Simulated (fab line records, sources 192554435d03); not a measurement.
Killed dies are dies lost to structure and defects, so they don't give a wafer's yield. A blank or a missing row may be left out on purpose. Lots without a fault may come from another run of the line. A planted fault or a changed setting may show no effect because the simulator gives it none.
A struck lot beside a sound one | flow n5_finfet | 15 steps out of a route of 1938
Sound: wafers L895.2, L895.4, L895.5. Struck: wafer L904.5. (L904.3, L904.4 of the same lot were not struck and are left out.) The cause comes at the end.
At each step with rows: each side's tool, then ch and its chambers, then its first start. Under that, the readings that differ: sound wafers | struck wafers | difference of the means | sigmas: that difference in standard deviations of wafers without a fault.
alike: readings whose means differ by less than 2 such deviations, and words and numbers that are the same on both sides. not compared: withheld readings, readings that some wafer has no value for, bounds like >300 that may hide the same value, and numbers for which the record gives no deviation and whose values overlap.
The two part at a step that has a row with sigmas, a row that says differs or no value, or rows on one side only. Numbers that don't overlap but have no deviation are shown without sigmas and don't part them. A reading that every wafer of one side lacks parts them only if that side has two wafers or more.

first, 6 steps without rows for these wafers: N5_BEOL_M2_COAT_22 (resist thk 30 nm); N5_BEOL_M2_EBR_24; N5_BEOL_M2_SOFTBAKE_23 (time 60 s); N5_BEOL_M2_EXPOSE_25 (exposes mask V1, defocus 5 nm); N5_BEOL_M2_PEB_26 (peb time 60 s); N5_BEOL_M2_DEVELOP_27 (develop time 30 s).
N5_BEOL_M2_CD_MEAS_28: target cd 26.2 nm, target cd y 24.1 nm.
  sound on cd_sem-01 ch 0, day 8 12:53; struck on cd_sem-02 ch 0, day 11 03:49
  alike: cd_nm
N5_BEOL_M2_OVL_MEAS_29:
  sound on overlay-01 ch 0, day 8 12:55; struck on overlay-02 ch 0, day 11 03:52
  reading     | sound       | struck | difference | sigmas
  V1_OVL (nm) | 0.1 0.5 0.5 | 1.4    | +1.0       | +2
N5_BEOL_M2_INSPECT_30: inspects for defects (brightfield).
  sound on defect_inspect-01, day 8 12:58; struck on defect_inspect-01, day 11 03:55
  alike: raw_defect_count
N5_BEOL_M2_DESCUM_33: chemistry O2, time 7 s.
  sound on rie_diel-06 ch 1,2, day 8 13:04; struck on rie_diel-01 ch 1, day 11 04:15
  reading                     | sound       | struck | difference | sigmas
  drypump_motor_current_A (A) | 4.9 5.8 4.9 | 6.3    | +1.1       | +3
  alike: chamber_pressure_mTorr, o2_flow_sccm, oes_product_au, rf_vpp_V, showerhead_plenum_p_Torr, throttle_valve_pct
  not compared: rf_hours_counter_h
N5_BEOL_M2_ETCH_77: etches underlayer in N2/H2, target depth 6.5 nm, time 5.2 s.
  sound on rie_diel-06 ch 1,2, day 8 13:06; struck on rie_diel-01 ch 1, day 11 04:17
  reading                     | sound       | struck | difference | sigmas
  drypump_motor_current_A (A) | 4.9 5.8 4.9 | 6.3    | +1.1       | +3
  alike: chamber_pressure_mTorr, etch_rf_on_time_s, oes_product_au, rf_vpp_V, showerhead_plenum_p_Torr, throttle_valve_pct
  not compared: rf_hours_counter_h
N5_BEOL_M2_ETCH_69: etches SiARC in CF4, target depth 15.6 nm, time 26 s.
  sound on rie_diel-06 ch 1,2, day 8 13:07; struck on rie_diel-01 ch 1, day 11 04:18
  reading                     | sound       | struck | difference | sigmas
  drypump_motor_current_A (A) | 4.9 5.7 4.9 | 6.3    | +1.1       | +3
  alike: chamber_pressure_mTorr, etch_rf_on_time_s, oes_product_au, rf_vpp_V, showerhead_plenum_p_Torr, throttle_valve_pct
  not compared: rf_hours_counter_h
N5_BEOL_M2_ALD_98: deposits SiO2, target thk 2.5 nm, pulse time 1 s, co reactant pulse time 1 s.
  sound on ald_sin-03 ch 1,2,3, day 8 13:35; struck on ald_sin-03 ch 0, day 11 04:28
  reading                                  | sound       | struck | difference | sigmas
  ald_cycles                               | 17 17 17    | 13     | -4         |
  model.SiO2_of_BEOL_M2_ALD_98.thk_nm (nm) | 2.4 2.4 2.4 | 2      | +0         |
  alike: heater_power_w, precursor_pulse_height_rel
N5_BEOL_M2_ETCHBACK_99: etches SiO2 in CHF3, target depth 5 nm, time 10.4 s.
  sound on rie_diel-01 ch 1,2,3, day 8 17:29; struck on rie_diel-06 ch 2, day 11 06:53
  reading                     | sound       | struck | difference | sigmas
  drypump_motor_current_A (A) | 6.1 5.7 6.3 | 4.9    | -1.1       | -2
  rf_vpp_V (V)                | 238 240 232 | 249    | +12        | +3
  alike: chamber_pressure_mTorr, oes_product_au, showerhead_plenum_p_Torr, throttle_valve_pct
  not compared: rf_hours_counter_h
N5_BEOL_M4_RC_MEAS_101:
  sound on prober-02 ch 0, day 9 23:46; struck on prober-02 ch 0, day 12 18:08
  reading   | sound       | struck | difference | sigmas
  VT_N (mV) | 249 253 249 | 257    | +7         | +2
  alike: DIBL_N, DIBL_P, IOFF_N, IOFF_P, ION_N, ION_P, SS_N, SS_P, VT_P

WHERE THEY PART
First at N5_BEOL_M2_OVL_MEAS_29; last, within this record, at N5_BEOL_M4_RC_MEAS_101.

WHY: what the simulator had put in
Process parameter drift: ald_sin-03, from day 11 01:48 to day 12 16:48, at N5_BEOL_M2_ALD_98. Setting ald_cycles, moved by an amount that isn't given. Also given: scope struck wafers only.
